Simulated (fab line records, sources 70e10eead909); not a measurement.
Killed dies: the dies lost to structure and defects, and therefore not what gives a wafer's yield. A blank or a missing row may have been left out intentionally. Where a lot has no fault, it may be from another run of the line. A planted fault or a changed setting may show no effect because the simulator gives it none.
fab line records | flow nand-harc
[record] lots = 11 wafers = 33 last-day = 34
route steps=1302 shown A_CHANNEL_HOLE_D2@599 A_CHANNEL_FILL_D2@633 END@1302
lots untouched by any fault: they come from a run of this same line in which no faults occurred
start-h: hours from the record's first day to the start of the lot's first wafer shown | wait-h: how many hours have passed since the lot's step before this one | " identical to the entry in the row above | L1.1+2: a single row standing in for several wafers | - either no value or no given start | * or withheld: withheld | < > ~ a bound
route shown NAME@n: names a module that has steps shown in the file, with the first one's number in the route | usual: mean and standard deviation over wafers with no fault | same: alike in all rows | chamber/n: place in a boat | sites: the reading at each site | _std_site: standard deviation of those values | _edge_site: inner sites' mean taken away from outer sites' mean | radius-mm: how far each site lies from the wafer's centre | mask NAME#n: copy n | behind: the most recent tool/chamber to have shaped the wafer | hold: why the lot was held/for how many hours/how that ended | device: names the non-switching transistor (n, p or np) | end of line: the same wafers' tests at the end of the route | a step without rows: its recipe alone | killed: the dies lost at the first sort to structure and to defects; this is not the yield of the wafer | map: a wafer's dies, x killed, . not, _ none there
set.NAME: the setting that was run; set.NAME@STEP: the one run at that earlier step | model.NAME: the simulator's own value behind a step, which no gauge read
steps of the route over a sample of lots; a table a step, a row a wafer
services: when a tool's chamber went out of use (start-h, in hours from the record's first day, below 0 if earlier), for how many hours, and the reason
[[steps]]
[step NHARC_A_CHANNEL_HOLE_D2_ETCH_27]
[recipe] bias-v = 400 source-w = 2000 pressure-mtorr = 25 time-s = 90 ar-flow-sccm = 375 c4f8-flow-sccm = 41.7 o2-flow-sccm = 83.3 temp-c = -20 target-depth-a = 4000 chemistry = C4F8/O2/Ar
[usual] chamber-pressure-mTorr = 24.999/0.021 drypump-motor-current-A = 5.82/0.15 showerhead-plenum-p-Torr = 3.72/0.2 throttle-valve-pct = 27.619/0.0092
// columns lot.wafer tool chamber start-h wait-h chamber-pressure-mTorr drypump-motor-current-A rf-hours-counter-h showerhead-plenum-p-Torr throttle-valve-pct
L667.1 har-etch-01 0 312.00 0.2 24.977 6.03 164 3.73 27.616
L667.2 " 1 " " 24.992 5.79 164 3.54 27.620
L667.4 " 0 " " 24.978 6.02 - 3.73 27.627
L668.2 har-etch-02 0 319.81 0.2 24.981 5.93 375 3.56 27.630
L668.1 " 1 " " 25.002 5.64 359 3.42 27.617
L668.4 " 0 " " 25.015 5.93 - 3.56 27.613
L669.2 har-etch-01 1 332.33 0.2 24.996 5.75 176 3.53 27.617
L669.4 " 1 " " 24.981 5.78 - 3.53 27.609
L669.5 " 1 " " 24.995 5.75 - 3.53 27.611
L678.4 har-etch-01 1 410.37 0.2 24.973 5.68 - 3.50 27.619
L678.5 " 1 " " 24.975 5.71 - 3.50 27.615
L678.6 " 0 " " 24.975 5.99 - 3.70 27.625
L679.2 har-etch-01 1 432.38 0.2 24.986 5.72 241 3.50 27.613
L679.4 " 0 " " 25.043 6.00 - 3.69 27.622
L679.5 " 1 " " 25.026 5.69 - 3.50 27.625
L682.2 har-etch-02 1 471.11 0.2 25.026 5.63 46 3.94 27.619
L682.3 " 1 " " 25.000 5.66 - 3.94 27.629
L682.6 " 1 " " 24.972 5.64 - 3.94 27.617
L683.2 har-etch-01 1 472.15 0.2 24.984 5.75 267 3.48 27.613
L683.3 " 0 " " 24.997 6.02 - 3.67 27.628
L683.5 " 0 " " 25.021 5.99 - 3.67 27.633
L684.2 har-etch-01 0 485.96 0.2 24.987 5.99 275 3.67 27.631
L684.3 " 1 " " 25.010 5.72 - 3.48 27.638
L684.6 " 0 " " 24.998 6.01 - 3.67 27.614
L685.1 har-etch-02 0 487.77 0.2 25.003 5.96 57 3.95 27.619
L685.3 " 1 " " 24.963 5.64 - 3.93 27.613
L685.4 " 0 " " 25.000 5.95 - 3.95 27.592
L686.2 har-etch-02 0 507.35 0.2 24.996 5.91 65 3.94 27.624
L686.4 " 1 " " 24.982 5.66 - 3.93 27.626
L686.5 " 0 " " 24.980 5.91 - 3.94 27.624
L688.1 har-etch-02 0 532.52 0.2 24.993 5.92 76 3.94 27.622
L688.3 " 1 " " 25.022 5.65 - 3.92 27.623
L688.5 " 1 " " 24.975 5.66 - 3.92 27.637
[step NHARC_A_CHANNEL_HOLE_D2_ETCH_44]
[recipe] target-depth-a = 1400 overetch-a = 140 time-s = 77 ion-energy-ev = 100 cf4-flow-sccm = 80 o2-flow-sccm = 20 ar-flow-sccm = 0 rf-w = 300 bias-w = 100 chemistry = CF4/O2
[usual] chamber-pressure-mTorr = 30.00/0.031 drypump-motor-current-A = 6.0/0.45 oes-product-au = 0.999/0.0099 rf-vpp-V = 198.0/1.5 showerhead-plenum-p-Torr = 1.35/0.058 throttle-valve-pct = 13.397/0.0091
// columns lot.wafer tool chamber start-h wait-h chamber-pressure-mTorr drypump-motor-current-A oes-product-au rf-hours-counter-h rf-vpp-V showerhead-plenum-p-Torr throttle-valve-pct
L667.4 rie-diel-13 2 312.76 0.1 30.00 5.5 1.002 7.5 194.9 1.27 13.393
L667.2 " 3 " " 30.04 6.5 1.006 7.5 196.8 1.30 13.415
L667.1 " 0 " " 30.02 6.2 1.008 7.9 200.4 1.40 13.398
L668.1 rie-diel-10 1 320.57 0.1 30.07 5.4 0.993 3.8 195.2 1.26 13.398
L668.2 " 2 " " 30.04 5.0 1.009 3.9 197.8 1.43 13.399
L668.4 " 3 " " 30.03 5.1 1.004 5.2 199.2 1.43 13.393
L669.4 rie-diel-13 1 333.04 0.1 30.02 6.2 0.996 8.7 197.4 1.34 13.409
L669.2 " 2 " " 30.02 5.5 1.001 8.5 197.3 1.27 13.408
L669.5 " 2 " " 29.94 5.6 0.994 - 196.2 1.27 13.406
L678.4 rie-diel-13 2 411.07 0.1 29.99 5.5 0.983 4.3 196.5 1.27 13.395
L678.6 " 3 " " 29.98 6.5 1.011 - 196.7 1.30 13.393
L678.5 " 0 " " 30.05 6.3 0.998 - 198.0 1.40 13.401
L679.2 rie-diel-05 0 433.11 0.1 29.97 5.9 0.997 0.5 197.8 1.34 13.400
L679.4 " 1 " " 29.99 5.1 0.994 0.8 199.7 1.43 13.388
L679.5 " 2 " " 30.04 5.7 1.005 - 201.7 1.43 13.397
L682.3 rie-diel-13 2 471.87 0.1 29.99 5.5 0.986 7.1 197.7 1.27 13.402
L682.2 " 0 " " 30.02 6.2 1.000 7.0 197.4 1.40 13.399
L682.6 " 2 " " 29.92 5.5 0.987 - 196.0 1.27 13.400
L683.3 rie-diel-13 1 472.87 0.1 29.99 6.2 1.004 7.4 196.7 1.34 13.414
L683.2 " 3 " " 30.04 6.5 1.020 6.1 197.4 1.30 13.403
L683.5 " 2 " " 29.97 5.5 1.006 - 198.3 1.27 13.399
L684.3 rie-diel-05 2 486.71 0.1 30.00 5.7 0.984 2.8 199.9 1.43 13.415
L684.2 " 1 " " 29.96 5.1 0.998 2.6 200.5 1.43 13.398
L684.6 " 3 " " 29.97 6.2 0.999 - 198.9 1.41 13.402
L685.3 rie-diel-13 1 488.49 0.0 30.00 6.2 0.994 8.3 196.7 1.34 13.397
L685.1 " 2 " " 29.98 5.5 0.987 8.0 196.3 1.27 13.386
L685.4 " 3 " " 29.98 6.5 1.013 7.0 197.5 1.30 13.399
L686.2 rie-diel-13 0 508.07 0.1 30.00 6.2 0.998 9.1 198.0 1.40 13.410
L686.4 " 2 " " 30.01 5.6 0.982 8.8 196.0 1.27 13.393
L686.5 " 0 " " 29.99 6.3 1.000 - 198.6 1.40 13.402
L688.3 rie-diel-13 2 533.28 0.1 29.99 5.5 1.009 0.2 196.4 1.27 13.402
L688.1 " 0 " " 29.95 6.3 1.000 0.4 200.3 1.40 13.375
L688.5 " 2 " " 29.97 5.5 0.993 - 194.9 1.27 13.379
[step NHARC_A_CHANNEL_FILL_D2_CMP_10]
[recipe] target-thk-nm = 150
[usual] motor-current-A = 12.2/0.99 pad-life-wafers = 142/96 slurry-filter-dp-kPa = 13.49/0.13 time-to-endpoint-s = 16.1/2.6
// columns lot.wafer tool chamber start-h wait-h motor-current-A pad-life-wafers slurry-filter-dp-kPa time-to-endpoint-s
L667.4 cmp-02 0 363.71 0.4 12.7 102 13.38 18.7
L667.1 " 2 " " 11.8 104 13.33 15.8
L667.2 " 3 " " 11.7 105 13.71 20.6
L668.2 cmp-03 2 371.93 0.4 14.6 24 13.56 17.5
L668.4 " 0 " " 12.4 26 13.54 16.8
L668.1 " 1 " " 13.1 27 13.48 15.9
L669.4 cmp-03 3 383.19 0.4 12.2 54 13.47 17.1
L669.2 " 1 " " 12.9 56 13.48 16.0
L669.5 " 3 " " 12.3 - 13.60 19.7
L678.4 cmp-01 3 456.30 0.6 12.1 309 13.39 16.2
L678.6 " 0 " " 14.3 - 13.53 14.9
L678.5 " 1 " " 11.7 - 13.46 12.1
L679.2 cmp-02 0 483.73 0.4 12.6 199 13.32 16.9
L679.4 " 1 " " 12.5 200 13.53 19.1
L679.5 " 3 " " 12.1 - 13.41 16.0
L683.3 cmp-01 3 519.92 0.4 11.8 150 13.35 15.5
L683.2 " 1 " " 11.1 152 13.47 14.0
L683.5 " 0 " " 13.5 - 13.36 15.4
L682.3 cmp-02 0 519.97 0.4 12.0 350 13.77 16.3
L682.2 " 1 " " 11.5 351 13.28 20.3
L682.6 " 3 " " 12.4 - 13.65 19.6
L684.3 cmp-02 2 534.22 0.4 11.2 24 13.53 14.4
L684.2 " 0 " " 11.8 26 13.54 14.2
L684.6 " 3 " " 12.8 - 13.41 16.2
L685.3 cmp-01 1 534.22 0.4 11.3 216 13.58 12.3
L685.1 " 3 " " 12.1 218 13.53 15.0
L685.4 " 0 " " 13.9 219 13.65 12.1
L686.2 cmp-02 0 565.17 0.4 11.8 188 13.39 14.9
L686.4 " 1 " " 12.5 189 13.70 19.2
L686.5 " 3 " " 11.7 - 13.70 15.9
L688.3 cmp-03 1 581.24 0.4 12.8 80 13.52 12.4
L688.1 " 2 " " 13.6 81 13.65 15.2
L688.5 " 0 " " 11.4 - 13.47 15.4
[step NHARC_A_CHANNEL_FILL_D2_RTA_24]
[recipe] temp-c = 1000 time-s = 5
[usual] lamp-power-pct = 30.0/1.2 lamp_zone_7_pct = 30.5/1.2 wafer_temp_C_max = 1004.5/1.5
// columns lot.wafer tool chamber start-h wait-h lamp-power-pct lamp_zone_7_pct wafer_temp_C_max
L667.1 rtp-anneal-01 0 364.13 0.0 31.2 31.8 1003.0
L667.2 " 0 " " 31.3 31.8 1003.3
L667.4 " 0 " " 31.2 31.7 1002.7
L667.1 rtp-anneal-01 0 364.69 0.5 31.3 31.6 1003.3
L667.2 " 0 " " 31.2 31.7 1003.2
L667.4 " 0 " " 31.2 31.8 1003.0
L668.1 rtp-anneal-02 0 372.34 0.0 28.8 29.2 1004.4
L668.2 " 0 " " 28.7 29.2 1005.5
L668.4 " 0 " " 28.8 29.2 1005.5
L669.2 rtp-anneal-02 0 383.63 0.1 28.7 29.2 1007.3
L669.4 " 0 " " 28.8 29.2 1004.0
L669.5 " 0 " " 28.8 29.2 1008.2
L669.2 rtp-anneal-02 0 384.31 0.6 28.8 29.3 1005.4
L669.4 " 0 " " 28.8 29.2 1006.3
L669.5 " 0 " " 28.8 29.2 1005.8
L678.4 rtp-anneal-01 0 456.75 0.1 31.2 31.7 1004.1
L678.5 " 0 " " 31.2 31.7 1004.3
L678.6 " 0 " " 31.2 31.7 1003.6
L679.2 rtp-anneal-02 0 484.15 0.1 28.8 29.3 1006.2
L679.4 " 0 " " 28.8 29.2 1005.7
L679.5 " 0 " " 28.8 29.3 1006.0
L683.2 rtp-anneal-02 0 520.37 0.1 28.7 29.2 1004.3
L683.3 " 0 " " 28.8 29.2 1008.2
L683.5 " 0 " " 28.7 29.2 1005.1
L682.2 rtp-anneal-01 0 520.37 0.1 31.3 31.7 1003.9
L682.3 " 0 " " 31.2 31.6 1002.1
L682.6 " 0 " " 31.2 31.7 1003.5
L685.1 rtp-anneal-01 0 534.63 0.0 31.2 31.7 1003.8
L685.3 " 0 " " 31.3 31.7 1003.8
L685.4 " 0 " " 31.2 31.8 1002.8
L684.2 rtp-anneal-01 0 534.83 0.2 31.2 31.7 1002.6
L684.3 " 0 " " 31.2 31.7 1003.7
L684.6 " 0 " " 31.2 31.7 1004.2
L686.2 rtp-anneal-02 0 565.57 0.1 28.8 29.3 1005.4
L686.4 " 0 " " 28.8 29.3 1006.3
L686.5 " 0 " " 28.8 29.3 1004.8
L688.1 rtp-anneal-02 0 581.61 0.0 28.7 29.2 1006.1
L688.3 " 0 " " 28.8 29.2 1006.5
L688.5 " 0 " " 28.7 29.2 1006.2
[step NHARC_END_SORT_01]
[recipe] temp-c = 25
[usual] killed-at-array = 55/15 killed-at-other = 1.0/1.2 killed-at-periphery = 3.4/2.2 killed-dies = 59/15 killed-open = 3.2/2 killed-short = 2.5/1.7
[same] gross-dies = 677
// columns lot.wafer tool chamber start-h wait-h killed-at-array killed-at-other killed-at-periphery killed-dies killed-open killed-short
L669.2 prober-02 0 600.13 2.8 53 0 3 56 1 2
L669.4 prober-02 0 601.68 3.3 57 0 1 58 2 2
L669.5 prober-02 0 602.46 3.6 43 1 4 48 1 1
// killed by level:class
L669.2 A_SLIT:chamber-film-flake=30 A_CONTACT:chamber-film-flake=9 A_CHANNEL_HOLE_D2:chamber-film-flake=5 A_CHANNEL_HOLE_D1:chamber-film-flake=4 A_STAIRCASE:chamber-film-flake=3 P_STI:chamber-film-flake=2 P_M0:geometric-particle:short=1 A_WL_FILL:geometric-particle:short=1
L669.4 A_SLIT:chamber-film-flake=31 A_CHANNEL_HOLE_D2:chamber-film-flake=9 A_CONTACT:chamber-film-flake=8 A_DECK1_JOINT:chamber-film-flake=2 A_STAIRCASE:chamber-film-flake=2 A_DECK1_JOINT:geometric-particle:short=1 A_WL_FILL:geometric-particle:short=1 A_CONTACT:geometric-particle:open=1
L669.5 A_SLIT:chamber-film-flake=29 A_CHANNEL_HOLE_D2:chamber-film-flake=7 P_STI:chamber-film-flake=3 A_CONTACT:chamber-film-flake=3 A_CHANNEL_HOLE_D1:chamber-film-flake=2 P_M0:geometric-particle:short=1 A_CHANNEL_FILL_D1:geometric-particle:open=1 A_STAIRCASE:chamber-film-flake=1
[[services]]
// columns tool chamber start-h hours kind
cmp-03 - 288.05 0.2 repair
cmp-02 - 293.04 2.2 repair
cmp-03 - 314.39 0.6 repair
cmp-02 - 330.50 4.0 pm
rie-diel-13 3 333.51 26.8 repair
rie-diel-13 - 342.00 9.0 pm
cmp-01 - 349.08 0.8 repair
cmp-03 - 358.07 4.0 pm
rtp-anneal-01 - 372.00 12.0 pm
cmp-02 - 379.80 0.9 repair
cmp-01 - 382.39 4.0 pm
har-etch-02 - 382.62 17.0 pm
cmp-02 - 411.65 0.7 repair
cmp-01 - 420.18 2.3 repair
cmp-02 - 428.50 4.0 pm
rie-diel-13 - 452.52 4.7 repair
cmp-03 - 456.07 4.0 pm
cmp-01 - 472.13 0.8 repair
cmp-01 - 480.39 4.0 pm
cmp-01 - 502.03 0.8 repair
rie-diel-13 - 519.00 9.0 pm
cmp-02 - 526.50 4.0 pm
rie-diel-13 2 562.06 2.4 repair
cmp-02 - 580.17 1.4 repair
[[key]]
[first-sign] step = NHARC_A_CHANNEL_FILL_D2_RTA_24 reading = visit direction = added
effect none on later readings
met-at NHARC_A_CHANNEL_FILL_D2_RTA_24
struck-lots L667,L669
tester-left-out L667,L669
not-acting-at NHARC_A_CHANNEL_HOLE_D2_ETCH_27,NHARC_A_CHANNEL_HOLE_D2_ETCH_44,NHARC_A_CHANNEL_FILL_D2_CMP_10
[fault] kind = repeated-step-whole tool = rtp-anneal-01,rtp-anneal-02 chamber = - onset-h = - steps = NHARC_A_CHANNEL_FILL_D2_RTA_24 times = 1 scope = struck-lots-only
// tester-left-out: of these lots the tester's yield and bins aren't shown, on N5 and GAA mostly nor the transistor test; their killed dies are dies lost to structure and defects alone, not to doping, threshold or leakage, so they don't give the yield
